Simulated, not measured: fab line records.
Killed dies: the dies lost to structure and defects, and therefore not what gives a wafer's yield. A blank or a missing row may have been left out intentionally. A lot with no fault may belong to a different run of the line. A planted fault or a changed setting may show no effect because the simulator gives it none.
Struck lot and sound lot, side by side    flow n5Finfet    15 out of 1938 route steps
Sound: wafers L766.1, L766.3, L766.4. Struck: wafers L780.2, L780.6 (left out: L780.3, a lot-mate that was not struck); the cause follows at the end.
Order at every step that has rows: each side's tool, ch and its chambers, its first start. Under that, the readings that differ: sound wafers    struck wafers    difference of the means    sigmas: that difference in standard deviations of wafers without a fault.
alike: a reading whose means differ by less than 2 such deviations, as well as words and numbers matching on both sides. not compared: withheld readings; readings where some wafer has no value; bounds like >300 that might hide an equal value; numbers whose values overlap and for which the record gives no deviation.
A row with sigmas, a row that says differs or no value, or rows on one side alone: a step with any of these is where the two part. Numbers that don't overlap but have no deviation are shown without sigmas and don't part them. A reading that every wafer of one side lacks parts them only if that side has two wafers or more.

first, 8 steps without rows for these wafers: N5_BEOL_M5_COAT_60 (time 60 s, resist thk 12 nm); N5_BEOL_M5_COAT_71 (time 60 s, resist thk 5 nm); N5_BEOL_M5_COAT_05 (resist thk 30 nm); N5_BEOL_M5_EBR_07; N5_BEOL_M5_SOFTBAKE_06 (time 60 s); N5_BEOL_M5_EXPOSE_08 (exposes mask M5, target cd 28 nm); N5_BEOL_M5_PEB_09 (peb time 60 s); N5_BEOL_M5_DEVELOP_10 (develop time 30 s).
N5_BEOL_M5_CD_MEAS_11 targets a cd of 27.74 nm.
  sound on cdSem-02 ch 0, day 8 05:07; struck on cdSem-02 ch 0, day 12 16:32
  alike: cdNm
N5_BEOL_M5_OVL_MEAS_12:
  sound on overlay-02 ch 0, day 8 05:08; struck on overlay-02 ch 0, day 12 16:34
  alike: M5_OVL
N5_BEOL_M5_INSPECT_13: inspects for defects (brightfield).
  sound on defectInspect-01, day 8 05:12; struck on defectInspect-02, day 12 16:37
  alike: rawDefectCount
N5_BEOL_M5_DESCUM_16: chemistry O2, time 7 s.
  sound on rieDiel-06 ch 0,1,3, day 8 05:14; struck on rieDiel-06 ch 0,1, day 12 17:01
  alike: chamberPressureMTorr, drypumpMotorCurrentA, oesProductAu, rfVppV, showerheadPlenumPTorr, throttleValvePct
  not compared: rfHoursCounterH
N5_BEOL_M5_ETCH_72: etches underlayer in N2/H2, target depth 6.5 nm, time 5.2 s.
  sound on rieDiel-06 ch 0,1,3, day 8 05:16; struck on rieDiel-06 ch 0,1, day 12 17:03
reading            sound              struck       difference  sigmas
biasW (W)          150.0 149.2 149.1  150.7 150.8  +1.3        +3
etchRfOnTimeS (s)  5.08 5.47 5.28     6.31 6.33    +1.04       +9
  alike: chamberPressureMTorr, drypumpMotorCurrentA, oesProductAu, rfVppV, showerheadPlenumPTorr, throttleValvePct
  not compared: rfHoursCounterH
N5_BEOL_M5_ETCH_61: etches SiARC in CF4, target depth 15.6 nm, time 26 s.
  sound on rieDiel-06 ch 0,1,3, day 8 05:17; struck on rieDiel-06 ch 0,1, day 12 17:04
  alike: biasW, chamberPressureMTorr, drypumpMotorCurrentA, etchRfOnTimeS, oesProductAu, rfVppV, showerheadPlenumPTorr, throttleValvePct
  not compared: rfHoursCounterH
N5_PASSIVATION_PROBE_49:
  the record has rows for the sound wafers here (prober-02, day 12 13:33) and none for the struck ones

== WHERE THEY PART ==
At N5_BEOL_M5_ETCH_72 first; at N5_PASSIVATION_PROBE_49 last (within this record only).

WHY: what the simulator had put in
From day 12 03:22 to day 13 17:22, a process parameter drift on rieDiel-06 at N5_BEOL_M5_ETCH_72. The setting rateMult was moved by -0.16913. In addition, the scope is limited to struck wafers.
